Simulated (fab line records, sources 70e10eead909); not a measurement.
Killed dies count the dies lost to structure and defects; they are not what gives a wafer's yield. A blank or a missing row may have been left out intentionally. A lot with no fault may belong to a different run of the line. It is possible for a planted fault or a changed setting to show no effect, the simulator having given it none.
Chamber matching -- flow nand harc -- 4 sister chambers for NHARC_A_CHANNEL_FILL_D2_ALD_02 on ald hk-02
The step deposits SiO2, target thk 6 nm, pulse time 10 s, ald cycles 60. 8 wafers are shown with their chamber, then 10 later ones without.

== WAFERS PAIRED WITH THEIR CHAMBERS ==
wafer,chamber,heater power w (W),precursor pulse height rel
L082.2,1,450,0.986
L082.4,0,421,1.020
L082.6,3,472,1.021
L084.3,2,489,1.029
L084.5,1,450,0.978
L084.6,2,484,0.966
L086.1,3,480,0.957
L086.5,0,418,1.014

== WAFERS WITH NO CHAMBER GIVEN ==
wafer,heater power w (W),precursor pulse height rel
L086.6,492,1.004
L088.4,424,1.016
L088.5,504,1.008
L088.6,455,0.982
L092.3,433,0.982
L092.5,464,1.020
L092.6,435,1.054
L096.1,478,1.016
L096.2,474,0.996
L096.3,449,0.963

== THE CHAMBER EACH PASSED THROUGH ==
wafer,from the rows above,in truth
L086.6,2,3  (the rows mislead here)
L088.4,0,0
L088.5,2,2
L088.6,1,1
L092.3,can't be placed: 0 or 1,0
L092.5,can't be placed: 3 or 1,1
L092.6,can't be placed: 0 or 1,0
L096.1,can't be placed: 3 or 2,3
L096.2,3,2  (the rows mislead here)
L096.3,1,1
Correct placement for 4 of the 10. Can't be placed from these rows: 4 (the true chamber is among the candidates in 4). Wrongly placed: 2.
How it was worked out, from the rows above alone: a wafer's distance from a chamber is the root of the sum, over the readings, of the square of ((its reading less the chamber's mean) divided by the reading's scatter). The wafer belongs to the nearest chamber; if the next one is less than 2 further off, it can't be placed. A chamber's mean is the mean of its shown wafers. The scatter: take each reading less its chamber's mean, square it, sum over the shown wafers, divide by the number of wafers less the number of chambers, and take the root.
